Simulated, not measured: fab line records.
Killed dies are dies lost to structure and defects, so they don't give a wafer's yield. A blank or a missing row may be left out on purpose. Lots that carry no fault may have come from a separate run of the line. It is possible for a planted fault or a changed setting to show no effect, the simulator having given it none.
8D (eight disciplines) problem report, filled in by code / flow nand harc / the parts of the form that need people (team, actions taken, sign-off) are left out

1. WHAT IS WRONG
rf fwd power W at NHARC_THIN_TSV_ETCH_44 reads a mean of 419.5 W on 6 wafers of 2 lots; wafers without a fault read 299.8 W with a standard deviation of 0.92. That is +99 or more standard deviations from the usual mean.
The step: etches the open film in CF4/O2, target depth 1594.2 nm, time 797.1 s.
Seen first at day 30 12:44 on rie diel-01, wafer L829.1. At this step, 36 wafers from 12 lots have a number in the record. Rule for "out", or "out of limits": more than 4 standard deviations from the usual mean. The other wafers with a number count as sound.

2. WHAT IT IS; WHAT IT IS NOT
question=which readings at this step | is=rf fwd power W, oes product au | is not=drypump motor current A, rf vpp V, showerhead plenum p Torr, throttle valve pct
question=which lots | is=L829, L832 | is not=L816, L818, L819, L822, L827, L828, L833, L834, L837, L838
question=which wafers of those lots | is=all that have a number | is not=-
question=read on which tools | is=rie diel-01 | is not=rie diel-05, rie diel-13
question=when | is=from day 30 12:44 | is not=up to then (18 sound wafers); but 12 sound wafers of L833, L834, L837, L838 came after

3. WHAT RULES OUT EACH SUSPECT
Counting: any tool at a process step up to the reading is kept as a suspect provided that every lot that is out went through it and no sound lot did after the first of them.
- rie diel-01 at NHARC_THIN_TSV_ETCH_44 (etches the open film in CF4/O2, target depth 1594.2 nm, time 797.1 s): kept. It processed each lot that is out, first L829 at day 30 12:44, and no sound lot thereafter; up to then, the last sound lot it processed was L828 at day 29 22:11. On those wafers its own readings are out: oes product au, rf fwd power W.
Remaining after the count: rie diel-01 at NHARC_THIN_TSV_ETCH_44.

4. THE CAUSE (what the simulator had put in)
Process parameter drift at NHARC_THIN_TSV_ETCH_44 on rie diel-01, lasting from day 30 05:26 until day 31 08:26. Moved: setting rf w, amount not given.
Only this tool survived the counting.

5. SEQUENCE OF EFFECTS, ordered by route
Each row: a reading whose mean over the struck wafers that have a number lies more than 3 standard deviations from the usual. Scope: only readings with a usual standard deviation given in the record; hours: median across lots of the time from each lot's start at the first step in this table that gives one to its start at this step; sigmas: change in usual standard deviations.
hours=0; step=NHARC_THIN_TSV_ETCH_44; reading=oes product au; usual=0.999 a.u.; on struck wafers=1.254; change=+0.255; sigmas=+34
hours=0; step=NHARC_THIN_TSV_ETCH_44; reading=rf fwd power W; usual=299.8 W; on struck wafers=419.5; change=+119.7; sigmas=+99 or more
hours=1; step=NHARC_THIN_TSV_CD_MEAS_16; reading=cd nm; usual=1000.7 nm; on struck wafers=995.5; change=-5.2; sigmas=-3.0
Process steps it contains:
- NHARC_THIN_TSV_ETCH_44: etches the open film in CF4/O2, target depth 1594.2 nm, time 797.1 s.
Later steps that measure or inspect, where all struck wafers having a row at the step show a number for every such reading and not one has moved that far: NHARC_END_SORT_01.

6. HOW IT WOULD HAVE BEEN CAUGHT EARLIER
7 hours passed between the start of the fault at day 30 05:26 and the first reading out of limits in this record, taken at day 30 12:44.
